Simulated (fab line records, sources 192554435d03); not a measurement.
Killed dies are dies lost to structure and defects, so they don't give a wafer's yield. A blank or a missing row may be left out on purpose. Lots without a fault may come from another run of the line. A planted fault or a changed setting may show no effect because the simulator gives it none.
Split-lot experiment | flow n5_finfet | 7 lots, 21 wafers read, on a route of 1938 steps

THE SPLIT
At N5_BEOL_M0_SAQP_PECVD_03 (deposits SiCN from 3MS/NH3, target thk 12 nm, time 21.1 s), the setting time_s was moved away from the recipe's 21.1 s on 5 of the 21 wafers read, by +6.9% to +14.3%. The other wafers ran this setting at the recipe's value.

FROM THE SPLIT TO THE READING: what the file shows between them, 8 steps
- N5_BEOL_M0_SAQP_PECVD_96: deposits a-Si from SiH4/He, target thk 45 nm, time 45.2 s
- N5_BEOL_M0_SAQP_PECVD_97: deposits SiNx from SiH4/NH3/N2, target thk 23 nm, time 19.9 s
- N5_BEOL_M0_SAQP_ETCH_101: etches SiNx in CH3F/O2, target depth 29.9 nm, time 42.7 s
- N5_BEOL_M0_SAQP_ETCH_102: etches SiO2 in CF4, target depth 4 nm, time 4.4 s
- N5_BEOL_M0_SAQP_MANDREL_ETCH_103: etches a-Si in HBr/Cl2, stops on SiCN, target depth 45 nm, bt time 10 s, time 27 s
- N5_BEOL_M0_SAQP_ETCH_106: etches SOC in N2/H2, stops on SiNx, target depth 150 nm (also split here: target_depth_a)
- N5_BEOL_M0_SAQP_ETCH_107: etches SiNx in CH3F/O2, target depth 30 nm
- N5_BEOL_M0_SAQP_STRIP_108: strips in N2/H2

THE READING
SiCN_of_BEOL_M0_SAQP_PECVD_03.thk_nm (the simulator's own value, which no gauge read), in nm, at N5_BEOL_M0_SAQP_RECESS_109 (chemistry HF/NH3, target SiO2, target depth 3 nm, afs cycles 1, sublimation time 60 s). The file gives no usual value for it. The 16 wafers here that ran the recipe average 8.6 nm, standard deviation 0.2 nm.

wafer  | tool, chamber at the split | time_s as run, s | against the recipe | SiCN_of_BEOL_M0_SAQP_PECVD_03.thk_nm, nm | against lot-mates on the recipe
L075.2 | pecvd-01, 0,0,1            | 21.1             | recipe             | 8.8                                      | -
L075.5 | pecvd-01, 0,0,1            | 21.1             | recipe             | 8.8                                      | -
L075.6 | pecvd-01, 0,0,1            | 21.1             | recipe             | 8.8                                      | -
L076.4 | pecvd-03, 0                | 21.1             | recipe             | 8.2                                      | -
L076.5 | pecvd-03, 1                | 21.1             | recipe             | 8.4                                      | -
L076.6 | pecvd-03, 2                | 21.1             | recipe             | 8.4                                      | -
L081.2 | pecvd-02, 2                | 21.1             | recipe             | 8.6                                      | -
L081.3 | pecvd-02, 0                | 21.1             | recipe             | 8.6                                      | -
L081.4 | pecvd-02, 2                | 24.12            | +14.3%             | 10.2                                     | +1.6
L082.1 | pecvd-03, 0                | 23.12            | +9.6%              | 9.8                                      | +1.1
L082.3 | pecvd-03, 2                | 21.1             | recipe             | 8.6                                      | -
L082.5 | pecvd-03, 2                | 21.1             | recipe             | 8.8                                      | -
L083.4 | pecvd-03, 1                | 21.1             | recipe             | 9                                        | -
L083.5 | pecvd-03, 2,0              | 21.1             | recipe             | 8.8                                      | -
L083.6 | pecvd-03, 2,0              | 21.1             | recipe             | 8.8                                      | -
L096.2 | pecvd-03, 1                | 21.1             | recipe             | 8.6                                      | -
L096.3 | pecvd-03, 2                | 22.56            | +6.9%              | 9.2                                      | +0.6
L096.4 | pecvd-03, 1                | 22.56            | +6.9%              | 9.8                                      | +1.2
L097.2 | pecvd-03, 0,2              | 21.1             | recipe             | 8.6                                      | -
L097.3 | pecvd-03, 0,2              | 21.1             | recipe             | 8.4                                      | -
L097.5 | pecvd-03, 1                | 22.87            | +8.4%              | 10                                       | +1.5
Where a row lists several chambers, the file gives one row for several wafers and doesn't say which wafer went through which chamber.

THE FIT
A straight line over all 21 wafers: SiCN_of_BEOL_M0_SAQP_PECVD_03.thk_nm changes by +0.122 nm for each +1% of time_s; r = +0.92; the points scatter about the line by 0.23 nm.
The same after taking each lot's own level away (the mean of its wafers on the recipe; 21 wafers): +0.125 nm for each +1%; r = +0.96; scatter 0.17 nm.
On that fit, the largest move of time_s shifts the reading by 1.8 nm.
The lots' own levels span 8.33 to 8.87 nm, that is 2.6 times the standard deviation above.
So the lot-to-lot level changes the slope little: the two slopes agree.
Check: with one of the wafers moved furthest among these (+14.3%) left out of the fit, the line predicts +1.97 nm for it against its lot-mates. It came out at +1.6 nm against them.

OTHER SPLITS ON THESE WAFERS
These wafers also went through other splits before the reading. Each is held against what the fit with the lots' levels taken away leaves over:
other split on the same wafers          | wafers away from the commonest value | r with SiCN_of_BEOL_M0_SAQP_PECVD_03.thk_nm (lot level and that fit taken away)
N5_MOL_CONTACT_COAG_COAT_64 spin_rpm    | 6                                    | +0.15
N5_BEOL_M0_SAQP_ETCH_106 target_depth_a | 9                                    | +0.12

THE WHOLE CHAIN: every reading that the file lists as answering this split, in the file's order
step                             | what it does                                                                          | reading                                                                               | change (the file's fit)               | r (the file's)
N5_BEOL_M0_SAQP_PECVD_03         | deposits SiCN from 3MS/NH3, target thk 12 nm, time 21.1 s                             | SiCN_of_BEOL_M0_SAQP_PECVD_03.thk_nm (the simulator's own value, which no gauge read) | +0.114 nm for each +1% of the setting | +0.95
N5_BEOL_M0_SAQP_MANDREL_ETCH_103 | etches a-Si in HBr/Cl2, stops on SiCN, target depth 45 nm, bt time 10 s, time 27 s    | SiCN_of_BEOL_M0_SAQP_PECVD_03.thk_nm (the simulator's own value, which no gauge read) | +0.124 nm for each +1% of the setting | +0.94
N5_BEOL_M0_SAQP_RECESS_109       | chemistry HF/NH3, target SiO2, target depth 3 nm, afs cycles 1, sublimation time 60 s | SiCN_of_BEOL_M0_SAQP_PECVD_03.thk_nm (the simulator's own value, which no gauge read) | +0.126 nm for each +1% of the setting | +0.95

THE FILE'S OWN FIT
SiCN_of_BEOL_M0_SAQP_PECVD_03.thk_nm changes by +0.126 nm for each +1% of time_s, r = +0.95.
